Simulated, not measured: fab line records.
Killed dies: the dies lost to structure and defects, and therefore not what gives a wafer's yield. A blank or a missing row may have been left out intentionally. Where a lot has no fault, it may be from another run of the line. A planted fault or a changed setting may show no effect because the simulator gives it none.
Struck lot and sound lot, side by side | flow n5 finfet | 18 out of 1938 route steps
Sound: wafers L347.1, L347.2, L347.6. Struck: wafer L341.2 (L341.3, L341.4, from the same lot, were not struck and are left out); the cause is given at the end.
At each step with rows: each side's tool, then ch and its chambers, then its first start. Under that, the readings that differ: sound wafers | struck wafers | difference of the means | sigmas: that difference in standard deviations of wafers without a fault.
alike: same words and numbers on both sides, and readings whose means sit less than 2 such deviations apart. not compared: any withheld reading, any reading some wafer has no value for, any bound like >300 that may hide the same value, and any number with overlapping values for which the record gives no deviation.
The two part at a step that has a row with sigmas, a row that says differs or no value, or rows on one side only. Non-overlapping numbers with no deviation appear without sigmas and do not part them. A reading missing from all wafers of one side parts the sides only when that side holds two or more wafers.

first, 7 steps without rows for these wafers: N5_BEOL_M6_COAT_60 (time 60 s, resist thk 35 nm); N5_BEOL_M6_COAT_05 (resist thk 90 nm); N5_BEOL_M6_EBR_07; N5_BEOL_M6_SOFTBAKE_06 (time 60 s); N5_BEOL_M6_EXPOSE_08 (exposes mask M6); N5_BEOL_M6_PEB_09 (peb time 60 s); N5_BEOL_M6_DEVELOP_10 (develop time 30 s).
N5_BEOL_M6_CD_MEAS_11: the cd target is 38.5 nm.
  sound on cd sem-01 ch 0, day 18 18:29; struck on cd sem-03 ch 0, day 18 05:15
  alike: cd nm
N5_BEOL_M6_OVL_MEAS_12:
  sound on overlay-01 ch 0, day 18 18:31; struck on overlay-01 ch 0, day 18 05:17
  reading     | sound        | struck | difference | sigmas
  M6_OVL (nm) | 0.5 -0.2 0.0 | -1.6   | -1.7       | -2
N5_BEOL_M6_INSPECT_13: inspects for defects (brightfield).
  struck on defect inspect-01, day 18 05:19; sound on defect inspect-02, day 18 18:32
  reading          | sound       | struck | difference | sigmas
  raw defect count | 404 294 300 | 657    | +324       | +3
N5_BEOL_M6_DESCUM_16: chemistry O2, time 7.9 s.
  sound on rie diel-03 ch 0,3, day 18 18:34; struck on rie diel-06 ch 0, day 18 05:20
  reading                     | sound       | struck | difference | sigmas
  drypump motor current A (A) | 6.0 6.1 6.1 | 5.1    | -1.0       | -2
  alike: oes product au, rf vpp V, showerhead plenum p Torr, throttle valve pct
  not compared: rf hours counter h
N5_BEOL_M6_ETCH_61: etches SiARC in CF4, target depth 45.5 nm, time 75.8 s.
  sound on rie diel-03 ch 0,3, day 18 18:36; struck on rie diel-06 ch 0, day 18 05:22
  reading                     | sound       | struck | difference | sigmas
  drypump motor current A (A) | 6.0 6.1 6.1 | 5.0    | -1.1       | -3
  alike: etch rf on time s, oes product au, rf vpp V, showerhead plenum p Torr, throttle valve pct
  not compared: rf hours counter h
N5_BEOL_M6_ETCH_62: etches SOC in N2/H2, target depth 110 nm, overetch 22 nm, time 165 s.
  sound on rie diel-03 ch 0,3, day 18 18:40; struck on rie diel-06 ch 0, day 18 05:26
  reading                                    | sound             | struck | difference | sigmas
  drypump motor current A (A)                | 6.0 6.1 6.1       | 5.0    | -1.1       | -3
  h2 flow sccm (sccm)                        | 201.4 200.8 200.9 | 199.6  | -1.4       | -2
  model.SiARC_of_BEOL_M6_COAT_60.thk nm (nm) | 28 28.4 28.4      | 27     | -1         |
  alike: oes product au, rf vpp V, showerhead plenum p Torr, throttle valve pct
  not compared: rf hours counter h
then, 1 step without rows for these wafers: N5_BEOL_M6_STRIP_68 (strips in N2/H2).
N5_BEOL_M6_STRIP_67: strips in CF4.
  sound on rie diel-03 ch 0,3, day 18 18:48; struck on rie diel-06 ch 0, day 18 05:35
  reading                     | sound       | struck | difference | sigmas
  drypump motor current A (A) | 6.0 6.1 6.1 | 5.1    | -1.0       | -2
  alike: oes product au, rf vpp V, showerhead plenum p Torr, throttle valve pct
  not compared: rf hours counter h
N5_BEOL_M6_HM_OPEN_17: chemistry Cl2/BCl3, target TiN, target depth 20 nm, overetch 6 nm.
  sound on rie metal-01 ch 0,1, day 18 18:52; struck on rie metal-02 ch 0, day 18 05:37
  reading                  | sound             | struck | difference | sigmas
  model.etch.depth nm (nm) | 19.29 19.51 19.51 | 16.97  | -2.47      |
  alike: drypump motor current A, mfc cl2 sccm, oes product au, throttle valve pct
  not compared: rf hours counter h
N5_BEOL_M6_STRIP_19: strips in O2.
  sound on rie diel-02 ch 0,2, day 18 18:59; struck on rie diel-06 ch 0, day 18 05:44
  reading                     | sound       | struck | difference | sigmas
  drypump motor current A (A) | 6.5 5.7 5.7 | 5.0    | -1.0       | -2
  alike: oes product au, rf vpp V, showerhead plenum p Torr, throttle valve pct
  not compared: rf hours counter h
-- record jumps: 4 days separate the struck wafers' starts on either side; left off in module BEOL_M6, taken up again in module PASSIVATION, whose first shown step is the route's number 1936 --
N5_PASSIVATION_PROBE_49:
  rows exist in the record for the struck wafers here (prober-02, day 22 06:57), but not for the sound ones

## WHERE THEY PART
At N5_BEOL_M6_OVL_MEAS_12 first; at N5_PASSIVATION_PROBE_49 last (within this record only).

WHY: what the simulator had put in
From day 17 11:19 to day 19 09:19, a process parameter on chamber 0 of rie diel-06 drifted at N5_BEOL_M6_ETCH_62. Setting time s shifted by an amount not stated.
